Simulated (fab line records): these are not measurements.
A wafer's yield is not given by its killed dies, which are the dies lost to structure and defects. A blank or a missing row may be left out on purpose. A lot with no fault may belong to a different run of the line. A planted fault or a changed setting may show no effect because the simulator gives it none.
Struck lot and sound lot, side by side + flow n5Finfet + 21 steps out of a route of 1938
Sound: these wafers, L396.3, L396.4, L396.6. Wafers struck: L411.3, L411.4, L411.6. The cause is given at the end.
Order at every step that has rows: each side's tool, ch and its chambers, its first start. Under that, the readings that differ: sound wafers + struck wafers + difference of the means + sigmas: that difference in standard deviations of wafers without a fault.
alike: same words and numbers on both sides, and readings whose means sit less than 2 such deviations apart. not compared: any withheld reading, any reading some wafer has no value for, any bound like >300 that may hide the same value, and any number with overlapping values for which the record gives no deviation.
A row with sigmas, a row that says differs or no value, or rows on one side alone: a step with any of these is where the two part. Non-overlapping numbers with no deviation appear without sigmas and do not part them. Lack of a reading on every wafer of one side parts them only where that side has two or more wafers.

first, 10 steps without rows for these wafers: N5_SD_EPI_N_SRD_20 (time 30 s); N5_SD_EPI_N_PRECLEAN_48 (cleans in NF3:NH3, afs cycles 2, time 20 s, sublimation time 60 s); N5_SD_EPI_N_VAPOR_ETCH_50 (etches Si in HCl, time 54 s); N5_SD_EPI_N_EPI_21 (deposits Si:P, time 690 s); N5_SD_EPI_N_PRECLEAN_24 (cleans in O3/DIW, time 60 s); N5_SD_EPI_N_SRD_25 (time 30 s); N5_SD_EPI_N_PRECLEAN_49 (cleans in NF3:NH3, afs cycles 1, time 20 s, sublimation time 60 s); N5_SD_EPI_N_LINER_46 (material SiNx, target thk 3 nm); N5_SD_EPI_P_COAT_34 (time 60 s, resist thk 350 nm); N5_SD_EPI_P_COAT_35 (time 60 s, resist thk 35 nm).
N5_SD_EPI_P_COAT_03: resist thk 150 nm.
  sound on lithoTrack-04 ch 0, day 3 05:31; struck on lithoTrack-04 ch 0, day 6 23:56
| reading                                            | sound                | struck               | difference | sigmas |
|----------------------------------------------------|----------------------|----------------------|------------|--------|
| spinSpeedRpm (rpm)                                 | 1500.4 1500.4 1500.6 | 1465.4 1466.6 1465.8 | -34.5      | -40    |
| model.CAR-ArF-block_of_SD_EPI_P_COAT_03.thkNm (nm) | 150.2 150.2 149.6    | 151.4 151.8 152      | +1.7       |        |
then, 6 steps without rows for these wafers: N5_SD_EPI_P_EBR_05; N5_SD_EPI_P_SOFTBAKE_04 (time 60 s); N5_SD_EPI_P_EXPOSE_06 (exposes mask SD P BLK, target cd 240 nm); N5_SD_EPI_P_PEB_07 (peb time 60 s); N5_SD_EPI_P_DEVELOP_08 (develop time 30 s); N5_SD_EPI_P_DESCUM_14 (chemistry O2, time 7.9 s).
N5_SD_EPI_P_ETCH_36: etches SiARC in CF4, target depth 45.5 nm, time 75.8 s.
  sound on rieDiel-03 ch 1,3, day 3 06:27; struck on rieDiel-03 ch 0,1,3, day 7 00:32
| reading                                            | sound          | struck            | difference | sigmas |
|----------------------------------------------------|----------------|-------------------|------------|--------|
| oesProductAu (a.u.)                                | 0.59 0.65 0.65 | 0.62 0.81 0.86    | +0.13      | +2     |
| model.CAR-ArF-block_of_SD_EPI_P_COAT_03.thkNm (nm) | 111 111 110.6  | 112.4 112.6 112.8 | +1.7       |        |
  alike: cf4FlowSccm, drypumpMotorCurrentA, etchRfOnTimeS, rfVppV, showerheadPlenumPTorr, throttleValvePct
  not compared: rfHoursCounterH
then, 1 step without rows for these wafers: N5_SD_EPI_P_ETCH_37 (etches SOC in N2/H2, overetch 108 nm, time 486 s).
-- the record jumps here: 5 days lie between the struck wafers' starts before and after (it left off in module SD_EPI_P and takes up again in module BEOL_M4, whose first step shown is number 1111 of the route) --
N5_BEOL_M4_RC_MEAS_101:
  sound on prober-02 ch 0, day 7 17:29; struck on prober-01 ch 0, day 11 14:10
  alike: DIBL_N, DIBL_P, IOFF_N, IOFF_P, ION_N, ION_P, SS_N, SS_P, VT_N, VT_P
following that, these wafers have no rows for 1 step: N5_PASSIVATION_PROBE_49.

== WHERE THEY PART ==
Last at N5_SD_EPI_P_ETCH_36 as far as this record goes, first at N5_SD_EPI_P_COAT_03. Later steps at which nothing parts them and some readings are alike: N5_BEOL_M4_RC_MEAS_101.

WHY: what the simulator had put in
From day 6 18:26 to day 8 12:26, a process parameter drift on lithoTrack-04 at N5_SD_EPI_P_COAT_03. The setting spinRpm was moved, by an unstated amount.
